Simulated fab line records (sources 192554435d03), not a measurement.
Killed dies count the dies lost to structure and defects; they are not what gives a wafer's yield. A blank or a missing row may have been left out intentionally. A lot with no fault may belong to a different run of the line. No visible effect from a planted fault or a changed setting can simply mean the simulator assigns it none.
What tool caused it? || flow n5-finfet || 10 lots, 30 wafers sampled, at 5 steps of a route of 1938

WHAT EACH GAUGE READ, for each wafer
The record lacks any reading of a measuring or inspecting step that a usual standard deviation could be used to judge.

WHAT TOOL EACH LOT RAN ON (gives the tool, then ch and the chambers of the sampled wafers, and finally the start)
{"lot": "L123", "N5_BEOL_M2_PRE_CLEAN_45": "pvd-sputter-03, day 6 16:20", "N5_PASSIVATION_ETCH_15": "rie-diel-03 ch 1,2, day 12 01:17 or earlier", "N5_PASSIVATION_DESCUM_32": "rie-diel-01 ch 0,2,3, day 12 01:17", "N5_PASSIVATION_PASS_ETCH_47": "rie-diel-02 ch 0,1, day 12 03:47", "N5_PASSIVATION_PROBE_49": "-"}
{"lot": "L124", "N5_BEOL_M2_PRE_CLEAN_45": "pvd-sputter-01, day 7 06:08", "N5_PASSIVATION_ETCH_15": "rie-diel-04 ch 1,2,3, day 13 07:01 or earlier", "N5_PASSIVATION_DESCUM_32": "rie-diel-06 ch 1,3, day 13 07:01", "N5_PASSIVATION_PASS_ETCH_47": "rie-diel-01 ch 2,3, day 13 08:56", "N5_PASSIVATION_PROBE_49": "-"}
{"lot": "L125", "N5_BEOL_M2_PRE_CLEAN_45": "pvd-sputter-01, day 7 06:13", "N5_PASSIVATION_ETCH_15": "rie-diel-04 ch 0,1,3, day 12 21:26 or earlier", "N5_PASSIVATION_DESCUM_32": "rie-diel-02 ch 0,1,3, day 12 21:26", "N5_PASSIVATION_PASS_ETCH_47": "rie-diel-06 ch 1,2, day 12 23:24", "N5_PASSIVATION_PROBE_49": "-"}
{"lot": "L126", "N5_BEOL_M2_PRE_CLEAN_45": "pvd-sputter-03, day 7 06:15", "N5_PASSIVATION_ETCH_15": "rie-diel-05 ch 0,1,3, day 12 21:17 or earlier", "N5_PASSIVATION_DESCUM_32": "rie-diel-01 ch 0,2, day 12 21:17", "N5_PASSIVATION_PASS_ETCH_47": "rie-diel-02 ch 0,1,3, day 12 23:14", "N5_PASSIVATION_PROBE_49": "-"}
{"lot": "L134", "N5_BEOL_M2_PRE_CLEAN_45": "pvd-sputter-03, day 10 00:53", "N5_PASSIVATION_ETCH_15": "rie-diel-05 ch 0,3, day 16 00:05 or earlier", "N5_PASSIVATION_DESCUM_32": "rie-diel-02 ch 0,3, day 16 00:05", "N5_PASSIVATION_PASS_ETCH_47": "rie-diel-06 ch 1,2,3, day 16 02:01", "N5_PASSIVATION_PROBE_49": "prober-02, day 16 05:04"}
{"lot": "L135", "N5_BEOL_M2_PRE_CLEAN_45": "pvd-sputter-03, day 10 10:52", "N5_PASSIVATION_ETCH_15": "rie-diel-03 ch 1,3, day 16 03:52 or earlier", "N5_PASSIVATION_DESCUM_32": "rie-diel-01 ch 0,1,2, day 16 03:52", "N5_PASSIVATION_PASS_ETCH_47": "rie-diel-06 ch 1,2,3, day 16 05:50", "N5_PASSIVATION_PROBE_49": "prober-01, day 16 08:50"}
{"lot": "L142", "N5_BEOL_M2_PRE_CLEAN_45": "pvd-sputter-01, day 11 18:32", "N5_PASSIVATION_ETCH_15": "rie-diel-03 ch 0,1,3, day 17 16:18 or earlier", "N5_PASSIVATION_DESCUM_32": "rie-diel-02 ch 0,3, day 17 16:18", "N5_PASSIVATION_PASS_ETCH_47": "rie-diel-02 ch 0,2, day 18 01:05", "N5_PASSIVATION_PROBE_49": "-"}
{"lot": "L144", "N5_BEOL_M2_PRE_CLEAN_45": "pvd-sputter-02, day 12 03:59", "N5_PASSIVATION_ETCH_15": "rie-diel-04 ch 0,1, day 18 04:36 or earlier", "N5_PASSIVATION_DESCUM_32": "rie-diel-02 ch 0,2, day 18 04:36", "N5_PASSIVATION_PASS_ETCH_47": "rie-diel-01 ch 0,3, day 18 06:41", "N5_PASSIVATION_PROBE_49": "-"}
{"lot": "L145", "N5_BEOL_M2_PRE_CLEAN_45": "pvd-sputter-02, day 12 16:29", "N5_PASSIVATION_ETCH_15": "rie-diel-03 ch 0,1, day 18 15:58 or earlier", "N5_PASSIVATION_DESCUM_32": "rie-diel-02 ch 2,3, day 18 15:58", "N5_PASSIVATION_PASS_ETCH_47": "rie-diel-06 ch 1,3, day 18 17:57", "N5_PASSIVATION_PROBE_49": "-"}
{"lot": "L146", "N5_BEOL_M2_PRE_CLEAN_45": "pvd-sputter-02, day 12 23:40", "N5_PASSIVATION_ETCH_15": "rie-diel-05 ch 0,2,3, day 19 11:18 or earlier", "N5_PASSIVATION_DESCUM_32": "rie-diel-06 ch 1,2,3, day 19 11:18", "N5_PASSIVATION_PASS_ETCH_47": "rie-diel-01 ch 0,3, day 19 13:13", "N5_PASSIVATION_PROBE_49": "-"}
- N5_BEOL_M2_PRE_CLEAN_45: time 30 s.
- N5_PASSIVATION_ETCH_15: etches SiCN in CF4/N2, target depth 75 nm, time 81.2 s.
- N5_PASSIVATION_DESCUM_32: chemistry O2, time 7.9 s.
- N5_PASSIVATION_PASS_ETCH_47: etches SiNx in CF4/O2, target depth 770 nm, time 385 s.
- N5_PASSIVATION_PROBE_49

AS READ BY THE TOOLS THEMSELVES (means over the sampled wafers that have a number; for cases with no such wafer, the mark the record gives instead)
N5_BEOL_M2_PRE_CLEAN_45. Usual: heater-power-w 329 W, standard deviation 34.
{"lot": "L123", "tool": "pvd-sputter-03", "heater-power-w (W)": 304, "flag": ""}
{"lot": "L124", "tool": "pvd-sputter-01", "heater-power-w (W)": 367, "flag": ""}
{"lot": "L125", "tool": "pvd-sputter-01", "heater-power-w (W)": 345, "flag": ""}
{"lot": "L126", "tool": "pvd-sputter-03", "heater-power-w (W)": 302, "flag": ""}
{"lot": "L134", "tool": "pvd-sputter-03", "heater-power-w (W)": 322, "flag": ""}
{"lot": "L135", "tool": "pvd-sputter-03", "heater-power-w (W)": 305, "flag": ""}
{"lot": "L142", "tool": "pvd-sputter-01", "heater-power-w (W)": 361, "flag": ""}
{"lot": "L144", "tool": "pvd-sputter-02", "heater-power-w (W)": 303, "flag": ""}
{"lot": "L145", "tool": "pvd-sputter-02", "heater-power-w (W)": 354, "flag": ""}
{"lot": "L146", "tool": "pvd-sputter-02", "heater-power-w (W)": 331, "flag": ""}

N5_PASSIVATION_ETCH_15. Usual: bias-w is 70.01 W with standard deviation 0.2, drypump-motor-current-A is 5.6 A with standard deviation 0.53, mfc-ar-sccm is 100.04 sccm with standard deviation 0.29, oes-product-au is 0.77 a.u. with standard deviation 0.08, rf-vpp-V is 382.5 V with standard deviation 2.1, showerhead-plenum-p-Torr is 2.22 Torr with standard deviation 0.076, and throttle-valve-pct is 15.56 % with standard deviation 0.24.
{"lot": "L123", "tool": "rie-diel-03", "bias-w (W)": 70.06, "drypump-motor-current-A (A)": 6.0, "mfc-ar-sccm (sccm)": 100.04, "oes-product-au (a.u.)": 0.78, "rf-vpp-V (V)": 382.7, "showerhead-plenum-p-Torr (Torr)": 2.21, "throttle-valve-pct (%)": 15.51, "flag": ""}
{"lot": "L124", "tool": "rie-diel-04", "bias-w (W)": 69.85, "drypump-motor-current-A (A)": 5.0, "mfc-ar-sccm (sccm)": 99.97, "oes-product-au (a.u.)": 0.71, "rf-vpp-V (V)": 382.8, "showerhead-plenum-p-Torr (Torr)": 2.22, "throttle-valve-pct (%)": 15.70, "flag": ""}
{"lot": "L125", "tool": "rie-diel-04", "bias-w (W)": 70.03, "drypump-motor-current-A (A)": 5.0, "mfc-ar-sccm (sccm)": 99.78, "oes-product-au (a.u.)": 0.72, "rf-vpp-V (V)": 383.4, "showerhead-plenum-p-Torr (Torr)": 2.25, "throttle-valve-pct (%)": 15.60, "flag": ""}
{"lot": "L126", "tool": "rie-diel-05", "bias-w (W)": 70.18, "drypump-motor-current-A (A)": 5.8, "mfc-ar-sccm (sccm)": 100.30, "oes-product-au (a.u.)": 0.81, "rf-vpp-V (V)": 384.1, "showerhead-plenum-p-Torr (Torr)": 2.26, "throttle-valve-pct (%)": 15.40, "flag": ""}
{"lot": "L134", "tool": "rie-diel-05", "bias-w (W)": 70.12, "drypump-motor-current-A (A)": 5.9, "mfc-ar-sccm (sccm)": 100.03, "oes-product-au (a.u.)": 0.79, "rf-vpp-V (V)": 383.0, "showerhead-plenum-p-Torr (Torr)": 2.25, "throttle-valve-pct (%)": 15.36, "flag": ""}
{"lot": "L135", "tool": "rie-diel-03", "bias-w (W)": 70.22, "drypump-motor-current-A (A)": 6.1, "mfc-ar-sccm (sccm)": 100.26, "oes-product-au (a.u.)": 0.74, "rf-vpp-V (V)": 381.5, "showerhead-plenum-p-Torr (Torr)": 2.17, "throttle-valve-pct (%)": 15.73, "flag": ""}
{"lot": "L142", "tool": "rie-diel-03", "bias-w (W)": 69.84, "drypump-motor-current-A (A)": 5.8, "mfc-ar-sccm (sccm)": 99.85, "oes-product-au (a.u.)": 0.74, "rf-vpp-V (V)": 380.8, "showerhead-plenum-p-Torr (Torr)": 2.14, "throttle-valve-pct (%)": 15.76, "flag": ""}
{"lot": "L144", "tool": "rie-diel-04", "bias-w (W)": 69.97, "drypump-motor-current-A (A)": 5.0, "mfc-ar-sccm (sccm)": 100.08, "oes-product-au (a.u.)": 0.68, "rf-vpp-V (V)": 382.5, "showerhead-plenum-p-Torr (Torr)": 2.24, "throttle-valve-pct (%)": 15.78, "flag": ""}
{"lot": "L145", "tool": "rie-diel-03", "bias-w (W)": 70.21, "drypump-motor-current-A (A)": 5.7, "mfc-ar-sccm (sccm)": 100.14, "oes-product-au (a.u.)": 0.67, "rf-vpp-V (V)": 380.9, "showerhead-plenum-p-Torr (Torr)": 2.15, "throttle-valve-pct (%)": 15.82, "flag": ""}
{"lot": "L146", "tool": "rie-diel-05", "bias-w (W)": 70.08, "drypump-motor-current-A (A)": 5.6, "mfc-ar-sccm (sccm)": 99.78, "oes-product-au (a.u.)": 0.79, "rf-vpp-V (V)": 383.5, "showerhead-plenum-p-Torr (Torr)": 2.25, "throttle-valve-pct (%)": 15.44, "flag": ""}

N5_PASSIVATION_DESCUM_32. Usual: drypump-motor-current-A 5.5 A, standard deviation 0.38; oes-product-au 0.78 a.u., standard deviation 0.1; rf-vpp-V 242.9 V, standard deviation 1.5; showerhead-plenum-p-Torr 2.08 Torr, standard deviation 0.083; throttle-valve-pct 20.53 %, standard deviation 0.21.
{"lot": "L123", "tool": "rie-diel-01", "drypump-motor-current-A (A)": 5.7, "oes-product-au (a.u.)": 0.76, "rf-vpp-V (V)": 243.5, "showerhead-plenum-p-Torr (Torr)": 2.09, "throttle-valve-pct (%)": 20.61, "flag": ""}
{"lot": "L124", "tool": "rie-diel-06", "drypump-motor-current-A (A)": 5.7, "oes-product-au (a.u.)": 0.78, "rf-vpp-V (V)": 242.6, "showerhead-plenum-p-Torr (Torr)": 2.00, "throttle-valve-pct (%)": 20.44, "flag": ""}
{"lot": "L125", "tool": "rie-diel-02", "drypump-motor-current-A (A)": 5.5, "oes-product-au (a.u.)": 0.73, "rf-vpp-V (V)": 243.0, "showerhead-plenum-p-Torr (Torr)": 2.09, "throttle-valve-pct (%)": 20.64, "flag": ""}
{"lot": "L126", "tool": "rie-diel-01", "drypump-motor-current-A (A)": 5.7, "oes-product-au (a.u.)": 0.77, "rf-vpp-V (V)": 243.2, "showerhead-plenum-p-Torr (Torr)": 2.10, "throttle-valve-pct (%)": 20.63, "flag": ""}
{"lot": "L134", "tool": "rie-diel-02", "drypump-motor-current-A (A)": 5.8, "oes-product-au (a.u.)": 0.71, "rf-vpp-V (V)": 242.1, "showerhead-plenum-p-Torr (Torr)": 2.04, "throttle-valve-pct (%)": 20.61, "flag": ""}
{"lot": "L135", "tool": "rie-diel-01", "drypump-motor-current-A (A)": 5.7, "oes-product-au (a.u.)": 0.77, "rf-vpp-V (V)": 242.9, "showerhead-plenum-p-Torr (Torr)": 2.09, "throttle-valve-pct (%)": 20.55, "flag": ""}
{"lot": "L142", "tool": "rie-diel-02", "drypump-motor-current-A (A)": 5.8, "oes-product-au (a.u.)": 0.80, "rf-vpp-V (V)": 242.5, "showerhead-plenum-p-Torr (Torr)": 2.04, "throttle-valve-pct (%)": 20.47, "flag": ""}
{"lot": "L144", "tool": "rie-diel-02", "drypump-motor-current-A (A)": 5.6, "oes-product-au (a.u.)": 0.84, "rf-vpp-V (V)": 244.2, "showerhead-plenum-p-Torr (Torr)": 2.14, "throttle-valve-pct (%)": 20.60, "flag": ""}
{"lot": "L145", "tool": "rie-diel-02", "drypump-motor-current-A (A)": 5.2, "oes-product-au (a.u.)": 0.92, "rf-vpp-V (V)": 244.1, "showerhead-plenum-p-Torr (Torr)": 2.21, "throttle-valve-pct (%)": 20.66, "flag": ""}
{"lot": "L146", "tool": "rie-diel-06", "drypump-motor-current-A (A)": 5.4, "oes-product-au (a.u.)": 0.89, "rf-vpp-V (V)": 244.1, "showerhead-plenum-p-Torr (Torr)": 2.12, "throttle-valve-pct (%)": 20.24, "flag": ""}

N5_PASSIVATION_PASS_ETCH_47. Usual: bias-w 49.01 W, standard deviation 0.15; drypump-motor-current-A 5.6 A, standard deviation 0.32; mfc-ar-sccm 100.0 sccm, standard deviation 0.31; oes_o_777_au 0.77 a.u., standard deviation 0.076; oes-product-au 0.77 a.u., standard deviation 0.081; rf-vpp-V 242 V, standard deviation 4.9; showerhead-plenum-p-Torr 2.20 Torr, standard deviation 0.062; throttle-valve-pct 16.04 %, standard deviation 0.18.
{"lot": "L123", "tool": "rie-diel-02", "bias-w (W)": 49.06, "drypump-motor-current-A (A)": 5.6, "mfc-ar-sccm (sccm)": 100.1, "oes_o_777_au (a.u.)": 0.74, "oes-product-au (a.u.)": 0.74, "rf-vpp-V (V)": 237, "showerhead-plenum-p-Torr (Torr)": 2.17, "throttle-valve-pct (%)": 15.93, "flag": ""}
{"lot": "L124", "tool": "rie-diel-01", "bias-w (W)": 48.97, "drypump-motor-current-A (A)": 5.7, "mfc-ar-sccm (sccm)": 100.1, "oes_o_777_au (a.u.)": 0.72, "oes-product-au (a.u.)": 0.73, "rf-vpp-V (V)": 241, "showerhead-plenum-p-Torr (Torr)": 2.19, "throttle-valve-pct (%)": 16.14, "flag": ""}
{"lot": "L125", "tool": "rie-diel-06", "bias-w (W)": 48.96, "drypump-motor-current-A (A)": 5.2, "mfc-ar-sccm (sccm)": 99.8, "oes_o_777_au (a.u.)": 0.74, "oes-product-au (a.u.)": 0.76, "rf-vpp-V (V)": 242, "showerhead-plenum-p-Torr (Torr)": 2.23, "throttle-valve-pct (%)": 15.97, "flag": ""}
{"lot": "L126", "tool": "rie-diel-02", "bias-w (W)": 49.12, "drypump-motor-current-A (A)": 5.5, "mfc-ar-sccm (sccm)": 99.9, "oes_o_777_au (a.u.)": 0.74, "oes-product-au (a.u.)": 0.73, "rf-vpp-V (V)": 240, "showerhead-plenum-p-Torr (Torr)": 2.19, "throttle-valve-pct (%)": 16.06, "flag": ""}
{"lot": "L134", "tool": "rie-diel-06", "bias-w (W)": 49.02, "drypump-motor-current-A (A)": 5.4, "mfc-ar-sccm (sccm)": 100.0, "oes_o_777_au (a.u.)": 0.72, "oes-product-au (a.u.)": 0.74, "rf-vpp-V (V)": 239, "showerhead-plenum-p-Torr (Torr)": 2.17, "throttle-valve-pct (%)": 16.04, "flag": ""}
{"lot": "L135", "tool": "rie-diel-06", "bias-w (W)": 49.09, "drypump-motor-current-A (A)": 5.4, "mfc-ar-sccm (sccm)": 100.0, "oes_o_777_au (a.u.)": 0.73, "oes-product-au (a.u.)": 0.75, "rf-vpp-V (V)": 240, "showerhead-plenum-p-Torr (Torr)": 2.17, "throttle-valve-pct (%)": 16.04, "flag": ""}
{"lot": "L142", "tool": "rie-diel-02", "bias-w (W)": 48.98, "drypump-motor-current-A (A)": 5.8, "mfc-ar-sccm (sccm)": 99.8, "oes_o_777_au (a.u.)": 0.76, "oes-product-au (a.u.)": 0.77, "rf-vpp-V (V)": 242, "showerhead-plenum-p-Torr (Torr)": 2.18, "throttle-valve-pct (%)": 16.00, "flag": ""}
{"lot": "L144", "tool": "rie-diel-01", "bias-w (W)": 49.10, "drypump-motor-current-A (A)": 5.7, "mfc-ar-sccm (sccm)": 99.6, "oes_o_777_au (a.u.)": 0.81, "oes-product-au (a.u.)": 0.81, "rf-vpp-V (V)": 242, "showerhead-plenum-p-Torr (Torr)": 2.18, "throttle-valve-pct (%)": 15.95, "flag": ""}
{"lot": "L145", "tool": "rie-diel-06", "bias-w (W)": 49.29, "drypump-motor-current-A (A)": 5.7, "mfc-ar-sccm (sccm)": 100.1, "oes_o_777_au (a.u.)": 0.90, "oes-product-au (a.u.)": 0.92, "rf-vpp-V (V)": 239, "showerhead-plenum-p-Torr (Torr)": 2.29, "throttle-valve-pct (%)": 15.76, "flag": ""}
{"lot": "L146", "tool": "rie-diel-01", "bias-w (W)": 48.95, "drypump-motor-current-A (A)": 5.8, "mfc-ar-sccm (sccm)": 99.8, "oes_o_777_au (a.u.)": 0.80, "oes-product-au (a.u.)": 0.80, "rf-vpp-V (V)": 242, "showerhead-plenum-p-Torr (Torr)": 2.18, "throttle-valve-pct (%)": 15.97, "flag": ""}

N5_PASSIVATION_PROBE_49. Usual: defect-limited-yield 91.4 %, standard deviation 1.5; killed_at_M0_to_M3 35, standard deviation 12; killed_at_M4_up 13, standard deviation 5.8; killed-at-contacts 12, standard deviation 5.5; killed-at-front-end 36, standard deviation 9.9; killed-at-other 4, standard deviation 3.7; killed-dies 101, standard deviation 18; killed-open 66, standard deviation 13; killed-short 33, standard deviation 8; sort_bin_4_leakage 0.00 %, standard deviation 0.016; sort_bin_5_function 5.0 %, standard deviation 1; sort_bin_6_memory 3.2 %, standard deviation 0.67; sort-n-pass 1079, standard deviation 18; sort-yield-pct 91.4 %, standard deviation 1.5.
{"lot": "L134", "tool": "prober-02", "defect-limited-yield (%)": 83.9, "killed_at_M0_to_M3": 118, "killed_at_M4_up": 15, "killed-at-contacts": 15, "killed-at-front-end": 36, "killed-at-other": 6, "killed-dies": 190, "killed-open": 62, "killed-short": 30, "sort_bin_4_leakage (%)": 0.00, "sort_bin_5_function (%)": 9.2, "sort_bin_6_memory (%)": 3.7, "sort-n-pass": 990, "sort-yield-pct (%)": 83.9, "flag": "OFF"}
{"lot": "L135", "tool": "prober-01", "defect-limited-yield (%)": 80.6, "killed_at_M0_to_M3": 180, "killed_at_M4_up": 10, "killed-at-contacts": 5, "killed-at-front-end": 31, "killed-at-other": 3, "killed-dies": 228, "killed-open": 47, "killed-short": 22, "sort_bin_4_leakage (%)": 0.06, "sort_bin_5_function (%)": 11.5, "sort_bin_6_memory (%)": 3.4, "sort-n-pass": 951, "sort-yield-pct (%)": 80.6, "flag": "OFF"}

THE ANSWER, worked out from the rows above alone
Rule: lot off if the mean of its wafers having a number is beyond 3 standard deviations from the usual mean. Also off: a lot with no number at a reading for which 4 or more lots have one. All remaining lots with rows at the step are treated as sound. First the gauges in route order, then the tools' own readings, where a lot's mean is used as printed above. The first step at which some lot is off is used, and at that step the reading that is off furthest; a lot without a number counts as furthest.
Off: L134, L135, at N5_PASSIVATION_PROBE_49 (killed_at_M0_to_M3). Neither off nor sound, because the step has no rows for them: L123, L124, L125, L126, L142, L144, L145, L146.
A tool fits if, at that step or a process step before it, it ran every lot that is off, and no sound lot after the first of them. Because N5_PASSIVATION_ETCH_15 lacks a start for some lots, the hours and order of its lots are taken from N5_PASSIVATION_DESCUM_32. Can't be told from this: 2 tools fit, pvd-sputter-03 at N5_BEOL_M2_PRE_CLEAN_45, rie-diel-06 at N5_PASSIVATION_PASS_ETCH_47.

WHAT WAS PUT IN BY THE SIMULATOR
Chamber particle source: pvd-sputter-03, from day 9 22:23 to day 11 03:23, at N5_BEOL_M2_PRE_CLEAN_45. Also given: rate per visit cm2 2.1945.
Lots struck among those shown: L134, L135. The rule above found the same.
